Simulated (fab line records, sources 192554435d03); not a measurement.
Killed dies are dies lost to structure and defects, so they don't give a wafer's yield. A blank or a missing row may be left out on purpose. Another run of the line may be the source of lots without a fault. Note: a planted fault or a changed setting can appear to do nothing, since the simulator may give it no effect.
Matching of chambers || flow n5Finfet || N5_BEOL_M1_ETCH_70 on rieDiel-05 has 4 sister chambers
The step etches SOC in N2/H2, target depth 80 nm, overetch 16 nm, time 120 s. 14 wafers are shown with their chamber, then 7 later ones without.

WAFERS, EACH WITH ITS CHAMBER
{"wafer": "L075.2", "chamber": 2, "drypumpMotorCurrentA (A)": 5.3, "showerheadPlenumPTorr (Torr)": 2.63, "rfVppV (V)": 525.4}
{"wafer": "L075.4", "chamber": 0, "drypumpMotorCurrentA (A)": 6.7, "showerheadPlenumPTorr (Torr)": 2.40, "rfVppV (V)": 520.4}
{"wafer": "L075.5", "chamber": 0, "drypumpMotorCurrentA (A)": 6.7, "showerheadPlenumPTorr (Torr)": 2.40, "rfVppV (V)": 519.5}
{"wafer": "L079.1", "chamber": 3, "drypumpMotorCurrentA (A)": 5.0, "showerheadPlenumPTorr (Torr)": 2.73, "rfVppV (V)": 528.7}
{"wafer": "L079.2", "chamber": 2, "drypumpMotorCurrentA (A)": 5.3, "showerheadPlenumPTorr (Torr)": 2.63, "rfVppV (V)": 527.1}
{"wafer": "L079.6", "chamber": 0, "drypumpMotorCurrentA (A)": 6.7, "showerheadPlenumPTorr (Torr)": 2.40, "rfVppV (V)": 521.2}
{"wafer": "L083.1", "chamber": 0, "drypumpMotorCurrentA (A)": 6.7, "showerheadPlenumPTorr (Torr)": 2.40, "rfVppV (V)": 518.9}
{"wafer": "L083.2", "chamber": 3, "drypumpMotorCurrentA (A)": 4.9, "showerheadPlenumPTorr (Torr)": 2.72, "rfVppV (V)": 528.4}
{"wafer": "L083.4", "chamber": 3, "drypumpMotorCurrentA (A)": 4.9, "showerheadPlenumPTorr (Torr)": 2.72, "rfVppV (V)": 528.1}
{"wafer": "L085.2", "chamber": 0, "drypumpMotorCurrentA (A)": 6.7, "showerheadPlenumPTorr (Torr)": 2.39, "rfVppV (V)": 520.6}
{"wafer": "L085.4", "chamber": 1, "drypumpMotorCurrentA (A)": 6.7, "showerheadPlenumPTorr (Torr)": 2.41, "rfVppV (V)": 519.9}
{"wafer": "L085.6", "chamber": 3, "drypumpMotorCurrentA (A)": 4.9, "showerheadPlenumPTorr (Torr)": 2.71, "rfVppV (V)": 528.7}
{"wafer": "L094.3", "chamber": 0, "drypumpMotorCurrentA (A)": 6.7, "showerheadPlenumPTorr (Torr)": 2.39, "rfVppV (V)": 520.1}
{"wafer": "L094.4", "chamber": 2, "drypumpMotorCurrentA (A)": 5.3, "showerheadPlenumPTorr (Torr)": 2.61, "rfVppV (V)": 526.4}

SIGNATURES (means of the wafers above)
{"reading": "drypumpMotorCurrentA", "chamber 0": 6.700, "chamber 1": 6.700, "chamber 2": 5.300, "chamber 3": 4.925, "scatter within a chamber": 0.0274}
{"reading": "showerheadPlenumPTorr", "chamber 0": 2.3967, "chamber 1": 2.4100, "chamber 2": 2.6233, "chamber 3": 2.7200, "scatter within a chamber": 0.00775}
{"reading": "rfVppV", "chamber 0": 520.117, "chamber 1": 519.900, "chamber 2": 526.300, "chamber 3": 528.475, "scatter within a chamber": 0.711}
Rule: a wafer lies at a distance from a chamber equal to the root of the sum of squares, over the readings, of (its reading less the chamber's mean, divided by the reading's scatter). The wafer belongs to the nearest chamber; if the next one is less than 2 further off, it can't be placed. The scatter: take each reading less its chamber's mean, square it, sum over the shown wafers, divide by the number of wafers less the number of chambers, and take the root.

WAFERS MISSING THEIR CHAMBER
{"wafer": "L094.5", "drypumpMotorCurrentA (A)": 6.7, "showerheadPlenumPTorr (Torr)": 2.41, "rfVppV (V)": 520.9}
{"wafer": "L096.1", "drypumpMotorCurrentA (A)": 6.7, "showerheadPlenumPTorr (Torr)": 2.41, "rfVppV (V)": 519.2}
{"wafer": "L096.4", "drypumpMotorCurrentA (A)": 6.7, "showerheadPlenumPTorr (Torr)": 2.39, "rfVppV (V)": 518.3}
{"wafer": "L096.5", "drypumpMotorCurrentA (A)": 5.3, "showerheadPlenumPTorr (Torr)": 2.61, "rfVppV (V)": 525.2}
{"wafer": "L097.1", "drypumpMotorCurrentA (A)": 4.9, "showerheadPlenumPTorr (Torr)": 2.71, "rfVppV (V)": 527.3}
{"wafer": "L097.3", "drypumpMotorCurrentA (A)": 5.3, "showerheadPlenumPTorr (Torr)": 2.61, "rfVppV (V)": 525.3}
{"wafer": "L097.6", "drypumpMotorCurrentA (A)": 5.0, "showerheadPlenumPTorr (Torr)": 2.71, "rfVppV (V)": 529.3}

WHICH CHAMBER EACH WENT THROUGH
{"wafer": "L094.5", "from the rows above": "can't be placed: 1 or 0", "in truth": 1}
{"wafer": "L096.1", "from the rows above": "can't be placed: 1 or 0", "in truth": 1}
{"wafer": "L096.4", "from the rows above": "can't be placed: 0 or 1", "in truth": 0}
{"wafer": "L096.5", "from the rows above": 2, "in truth": 2}
{"wafer": "L097.1", "from the rows above": 3, "in truth": 3}
{"wafer": "L097.3", "from the rows above": 2, "in truth": 2}
{"wafer": "L097.6", "from the rows above": 3, "in truth": 3}
Correctly placed: 4 of 7. Can't be placed from these rows: 3 (the true chamber is among the candidates in 3). 0 placed wrongly.
